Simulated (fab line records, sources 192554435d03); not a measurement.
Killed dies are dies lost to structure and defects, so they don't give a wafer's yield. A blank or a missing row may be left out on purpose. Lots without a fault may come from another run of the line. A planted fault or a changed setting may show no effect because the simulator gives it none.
Chamber matching | flow n5_finfet | N5_BEOL_M13_TRENCH_ETCH_34 on rie_diel-06: 4 sister chambers
The step etches SiOC in C4F8/O2/Ar, target depth 413.47 nm, time 162.6 s. 8 wafers are shown with their chamber, then 10 later ones without.

WAFERS WITH THEIR CHAMBER
wafer  | chamber | drypump_motor_current_A (A) | showerhead_plenum_p_Torr (Torr)
L081.6 | 3       | 6.8                         | 3.47
L085.2 | 3       | 6.8                         | 3.47
L085.4 | 0       | 5.5                         | 3.28
L088.3 | 0       | 5.5                         | 3.28
L087.5 | 2       | 5.7                         | 3.27
L087.6 | 1       | 5.3                         | 3.45
L091.3 | 1       | 5.4                         | 3.44
L091.4 | 2       | 5.7                         | 3.27

WAFERS WITHOUT THEIR CHAMBER
wafer  | drypump_motor_current_A (A) | showerhead_plenum_p_Torr (Torr)
L091.6 | 5.4                         | 3.44
L093.1 | 5.4                         | 3.44
L093.4 | 6.8                         | 3.46
L093.6 | 5.7                         | 3.27
L097.3 | 5.3                         | 3.44
L097.4 | 5.7                         | 3.26
L097.6 | 6.8                         | 3.46
L096.1 | 5.7                         | 3.26
L096.3 | 6.8                         | 3.46
L096.5 | 5.5                         | 3.27

WHICH CHAMBER EACH WENT THROUGH
wafer  | from the rows above | in truth
L091.6 | 1                   | 1
L093.1 | 1                   | 1
L093.4 | 3                   | 3
L093.6 | 2                   | 2
L097.3 | 1                   | 1
L097.4 | 2                   | 2
L097.6 | 3                   | 3
L096.1 | 2                   | 2
L096.3 | 3                   | 3
L096.5 | 0                   | 0
Placed correctly: 10 of 10. Can't be placed from these rows: 0. Placed wrongly: 0.
How it was worked out, from the rows above alone: a wafer's distance from a chamber is the root of the sum, over the readings, of the square of ((its reading less the chamber's mean) divided by the reading's scatter). The wafer belongs to the nearest chamber; if the next one is less than 2 further off, it can't be placed. A chamber's mean is the mean of its shown wafers. The scatter: the root of (the sum of the squares of (reading less its chamber's mean) over the shown wafers, divided by (wafers less chambers)).
